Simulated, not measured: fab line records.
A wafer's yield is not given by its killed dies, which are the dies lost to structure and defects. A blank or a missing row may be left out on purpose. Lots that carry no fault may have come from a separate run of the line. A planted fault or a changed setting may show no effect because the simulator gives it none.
A struck lot beside a sound one + flow n5-finfet + 23 steps out of a route of 1938
Sound: the wafers L960.2, L960.3, L960.6. Wafers L953.3, L953.5, L953.6 were the ones struck. The cause comes at the end.
Order at every step that has rows: each side's tool, ch and its chambers, its first start. Under that, the readings that differ: sound wafers + struck wafers + difference of the means + sigmas: that difference in standard deviations of wafers without a fault.
alike: words and numbers the same on both sides, and readings whose means are apart by under 2 such deviations; not compared: readings that were withheld, readings missing a value for some wafer, numbers with overlapping values and no deviation given by the record, and bounds like >300 which may hide the same value.
Wherever a step has rows on one side only, a row that says differs or no value, or a row with sigmas, the two part there. Non-overlapping numbers with no deviation appear without sigmas and do not part them. Lack of a reading on every wafer of one side parts them only where that side has two or more wafers.

first, 8 steps without rows for these wafers: N5_BEOL_M11_CVD_75 (deposits Co from CCTBA/H2, target thk 2 nm, time 138.9 s); N5_BEOL_M11_SPUTTER_48 (material Cu, target thk 12 nm, time 2 s); N5_BEOL_M11_ECD_50 (material Cu, target thk 318 nm); N5_BEOL_M11_ANNEAL_51 (time 90 s); N5_BEOL_M11_CMP_52 (polishes, stops on SiCOH lowk, t overpolish 7 s, target thk 140 nm); N5_BEOL_M11_PRE_CLEAN_55 (time 15 s); N5_BEOL_M11_DEP_56 (deposits SiCN from 3MS/NH3, target thk 30 nm, time 10.5 s); N5_BEOL_M12_ILD_DEP_00 (deposits SiOC from DEMS/O2, target thk 658.92 nm, time 130.7 s).
N5_BEOL_M12_COAT_58: time 60 s, resist thk 89 nm.
  sound on litho-track-04 ch 0, day 15 23:26; struck on litho-track-05 ch 0, day 13 14:52
| reading                                    | sound                | struck               | difference | sigmas      |
|--------------------------------------------|----------------------|----------------------|------------|-------------|
| spin-speed-rpm (rpm)                       | 1500.7 1499.7 1499.6 | 1719.5 1718.7 1720.5 | +219.6     | +99 or more |
| model.BARC_of_BEOL_M12_COAT_58.thk-nm (nm) | 89.2 89 89.4         | 83.2 83.2 83.2       | -6.0       |             |
  alike: chill-plate-temp-C, plate-temp-C
then, 8 steps without rows for these wafers: N5_BEOL_M12_COAT_04 (resist thk 400 nm); N5_BEOL_M12_EBR_06; N5_BEOL_M12_SOFTBAKE_05 (time 60 s); N5_BEOL_M12_EXPOSE_07 (exposes mask V11); N5_BEOL_M12_PEB_08 (peb time 90 s); N5_BEOL_M12_DEVELOP_09 (develop time 45 s); N5_BEOL_M12_HARDBAKE_14 (time 120 s); N5_BEOL_M12_DESCUM_15 (chemistry O2, time 7.9 s).
N5_BEOL_M12_ETCH_59: etches BARC in N2/H2, target depth 89 nm, overetch 26.7 nm, time 67.9 s.
  sound on rie-diel-03 ch 0,3, day 15 23:50; struck on rie-diel-01 ch 2,3, day 13 15:19
| reading                  | sound             | struck          | difference | sigmas |
|--------------------------|-------------------|-----------------|------------|--------|
| model.etch.depth-nm (nm) | 89.12 89.05 89.38 | 83.3 83.26 83.3 | -5.9       |        |
  alike: drypump-motor-current-A, n2-flow-sccm, oes-product-au, rf-vpp-V, showerhead-plenum-p-Torr, throttle-valve-pct
  not compared: rf-hours-counter-h
then, 2 steps without rows for these wafers: N5_BEOL_M12_VIA_ETCH_16 (etches SiOC in C4F8/O2/Ar, target depth 724.8 nm); N5_BEOL_M12_STRIP_63 (strips in N2/H2).
N5_BEOL_M12_STRIP_64: strips in N2/H2.
  sound on plasma-asher-02 ch 0,1, day 16 00:08; struck on plasma-asher-02 ch 0,1, day 13 15:39
| reading                      | sound             | struck            | difference | sigmas |
|------------------------------|-------------------|-------------------|------------|--------|
| strip-time-to-endpoint-s (s) | 31.36 31.32 31.43 | 29.67 29.65 29.67 | -1.71      | -26    |
  alike: drypump-motor-current-A, heater-power-w, n2-flow-sccm, oes-product-au
  not compared: rf-hours-counter-h
then, 1 step without rows for these wafers: N5_BEOL_M12_STRIP_71 (strips in post etch residue remover, time 60 s).
N5_PASSIVATION_PROBE_49:
  sound: prober-01 at day 17 13:33; struck: prober-01 at day 15 06:11
  alike: defect-limited-yield, killed_at_M0_to_M3, killed_at_M4_up, killed-at-contacts, killed-at-front-end, killed-at-other, killed-dies, killed-open, killed-short, sort_bin_5_function, sort_bin_6_memory, sort-n-pass, sort-yield-pct

WHERE THEY PART
Earliest at N5_BEOL_M12_COAT_58; latest, in this record, at N5_BEOL_M12_STRIP_64. Later steps at which nothing parts them and some readings are alike: N5_PASSIVATION_PROBE_49.

WHY: the cause the simulator had injected
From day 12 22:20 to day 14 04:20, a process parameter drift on litho-track-05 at N5_BEOL_M12_COAT_58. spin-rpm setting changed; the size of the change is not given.
